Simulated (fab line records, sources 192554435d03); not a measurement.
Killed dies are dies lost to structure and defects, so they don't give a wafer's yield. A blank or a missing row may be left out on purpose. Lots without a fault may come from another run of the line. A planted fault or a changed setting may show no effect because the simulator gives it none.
Chamber matching | flow n5_finfet | N5_BEOL_M9_STRIP_36 on rie_diel-01: 4 sister chambers
The step strips in N2/H2. 16 wafers are shown with their chamber, then 8 later ones without.

WAFERS WITH THEIR CHAMBER
wafer  | chamber | throttle_valve_pct (%) | drypump_motor_current_A (A) | showerhead_plenum_p_Torr (Torr)
L076.1 | 1       | 23.21                  | 5.8                         | 2.45
L076.2 | 2       | 24.11                  | 6.1                         | 2.50
L076.4 | 3       | 23.78                  | 6.7                         | 2.54
L074.2 | 1       | 23.22                  | 5.9                         | 2.45
L074.3 | 3       | 23.80                  | 6.7                         | 2.54
L074.4 | 2       | 24.13                  | 6.1                         | 2.50
L079.1 | 1       | 23.25                  | 5.8                         | 2.45
L079.2 | 3       | 23.78                  | 6.7                         | 2.53
L079.6 | 3       | 23.76                  | 6.7                         | 2.53
L083.1 | 0       | 23.33                  | 6.1                         | 2.47
L083.2 | 1       | 23.26                  | 5.8                         | 2.44
L083.6 | 0       | 23.36                  | 6.1                         | 2.47
L080.1 | 2       | 24.16                  | 6.0                         | 2.49
L080.2 | 3       | 23.77                  | 6.7                         | 2.53
L080.4 | 1       | 23.22                  | 5.8                         | 2.44
L085.1 | 3       | 23.79                  | 6.7                         | 2.53

SIGNATURES (means of the wafers above)
reading                  | chamber 0 | chamber 1 | chamber 2 | chamber 3 | scatter within a chamber
throttle_valve_pct       | 23.3450   | 23.2320   | 24.1333   | 23.7800   | 0.0196
drypump_motor_current_A  | 6.100     | 5.820     | 6.067     | 6.700     | 0.035
showerhead_plenum_p_Torr | 2.4700    | 2.4460    | 2.4967    | 2.5333    | 0.00516
Rule: a wafer's distance from a chamber is the root of the sum, over the readings, of the square of ((its reading less the chamber's mean) divided by the reading's scatter). The wafer belongs to the nearest chamber; if the next one is less than 2 further off, it can't be placed. The scatter: the root of (the sum of the squares of (reading less its chamber's mean) over the shown wafers, divided by (wafers less chambers)).

WAFERS WITHOUT THEIR CHAMBER
wafer  | throttle_valve_pct (%) | drypump_motor_current_A (A) | showerhead_plenum_p_Torr (Torr)
L085.3 | 23.26                  | 5.9                         | 2.44
L085.5 | 23.37                  | 6.1                         | 2.47
L088.1 | 23.39                  | 6.1                         | 2.47
L088.4 | 23.28                  | 6.0                         | 2.44
L088.5 | 23.82                  | 6.7                         | 2.52
L095.2 | 23.80                  | 6.7                         | 2.52
L095.3 | 24.15                  | 6.0                         | 2.48
L095.4 | 23.28                  | 5.8                         | 2.43

WHICH CHAMBER EACH WENT THROUGH
wafer  | from the rows above     | in truth
L085.3 | 1                       | 1
L085.5 | 0                       | 0
L088.1 | 0                       | 0
L088.4 | can't be placed: 1 or 0 | 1
L088.5 | 3                       | 3
L095.2 | 3                       | 3
L095.3 | 2                       | 2
L095.4 | 1                       | 1
Placed correctly: 7 of 8. Can't be placed from these rows: 1 (the true chamber is among the candidates in 1). Placed wrongly: 0.
